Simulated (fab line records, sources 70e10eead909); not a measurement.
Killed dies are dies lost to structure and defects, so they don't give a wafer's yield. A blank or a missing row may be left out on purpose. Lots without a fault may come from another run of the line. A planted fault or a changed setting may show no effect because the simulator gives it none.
Tool commonality check | flow nand_harc | 3 lots, 9 wafers sampled

WHY IT WAS OPENED
At NHARC_END_SORT_01 the reading killed_at_periphery is flagged on 1 of 3 lots. Wafers without a fault read 4.0, standard deviation 2.6.
Rule: a lot is flagged when every wafer of it that has a number lies more than 4 standard deviations from that mean, or none has a number. The other lots count as sound.

lot  | measured     | on        | killed_at_periphery, wafer by wafer | flag
L380 | day 25 20:53 | prober-01 | 5 4 5                               |
L386 | day 28 20:26 | prober-02 | 2 4 1                               |
L392 | day 31 12:43 | prober-01 | 585 590 609                         | FLAGGED
The numbers of the flagged lots are 594.7 on average: +590.7 against the usual, or +99 or more standard deviations.

WHICH TOOL RAN EACH LOT
The record holds 3 process steps before the reading, out of a route of 1302 steps. In each cell: the tool, then ch and the chambers that the sampled wafers went through, then the start.
lot  | flag    | NHARC_P_ZERO_WELL_DESCUM_13       | NHARC_P_ZERO_WELL_ETCH_65         | NHARC_P_ZERO_WELL_EXPOSE_21
L380 |         | rie_diel-01 ch 0,1,2, day 3 13:25 | rie_diel-01 ch 0,1,3, day 3 13:31 | krf_scanner-02 ch 0, day 3 14:28
L386 |         | rie_diel-09 ch 2,3, day 6 01:19   | rie_diel-09 ch 0,3, day 6 01:27   | krf_scanner-03 ch 0, day 6 02:16
L392 | FLAGGED | rie_diel-01 ch 1,2,3, day 8 13:26 | rie_diel-01 ch 0,1,2, day 8 13:32 | krf_scanner-03 ch 0, day 8 14:28
What these steps do:
- NHARC_P_ZERO_WELL_DESCUM_13: chemistry O2, time 3 s.
- NHARC_P_ZERO_WELL_ETCH_65: etches the open film in N2/H2, target depth 80 nm, overetch 24 nm, time 87.88 s.
- NHARC_P_ZERO_WELL_EXPOSE_21: exposes mask P NWELL, target cd 720 nm.
- NHARC_END_SORT_01

FLAGGED OVER TOTAL, TOOL BY TOOL (the gauges that took the reading come last)
step                        | tool           | lots run | flagged | share of the flagged lots | sound lots run after its first flagged lot
NHARC_P_ZERO_WELL_DESCUM_13 | rie_diel-01    | 2        | 1       | all                       | 0
NHARC_P_ZERO_WELL_DESCUM_13 | rie_diel-09    | 1        | 0       | none                      | -
NHARC_P_ZERO_WELL_ETCH_65   | rie_diel-01    | 2        | 1       | all                       | 0
NHARC_P_ZERO_WELL_ETCH_65   | rie_diel-09    | 1        | 0       | none                      | -
NHARC_P_ZERO_WELL_EXPOSE_21 | krf_scanner-02 | 1        | 0       | none                      | -
NHARC_P_ZERO_WELL_EXPOSE_21 | krf_scanner-03 | 2        | 1       | all                       | 0
NHARC_END_SORT_01           | prober-01      | 2        | 1       | all                       | 0
NHARC_END_SORT_01           | prober-02      | 1        | 0       | none                      | -

WHAT THE TABLE ALLOWS
4 rows of the table ran every flagged lot: rie_diel-01 at NHARC_P_ZERO_WELL_DESCUM_13, rie_diel-01 at NHARC_P_ZERO_WELL_ETCH_65, krf_scanner-03 at NHARC_P_ZERO_WELL_EXPOSE_21, prober-01 at NHARC_END_SORT_01.
- rie_diel-01 at NHARC_P_ZERO_WELL_DESCUM_13: 1 of its 2 lots flagged. Its last sound lot is L380 (day 3 13:25), its first flagged lot L392 (day 8 13:26): a fault that began between those two fits.
- rie_diel-01 at NHARC_P_ZERO_WELL_ETCH_65: 1 of its 2 lots flagged. Its last sound lot is L380 (day 3 13:31), its first flagged lot L392 (day 8 13:32): a fault that began between those two fits.
- krf_scanner-03 at NHARC_P_ZERO_WELL_EXPOSE_21: 1 of its 2 lots flagged. Its last sound lot is L386 (day 6 02:16), its first flagged lot L392 (day 8 14:28): a fault that began between those two fits.
- prober-01 at NHARC_END_SORT_01: 1 of its 2 lots flagged. Its last sound lot is L380 (day 25 20:53), its first flagged lot L392 (day 31 12:43): a fault that began between those two fits.
Counting lots can't tell these 3 tools apart, because each fits a fault that began at some hour. More lots, or a look at what each step does to the wafer, might.

WHAT THE SIMULATOR HAD PUT IN
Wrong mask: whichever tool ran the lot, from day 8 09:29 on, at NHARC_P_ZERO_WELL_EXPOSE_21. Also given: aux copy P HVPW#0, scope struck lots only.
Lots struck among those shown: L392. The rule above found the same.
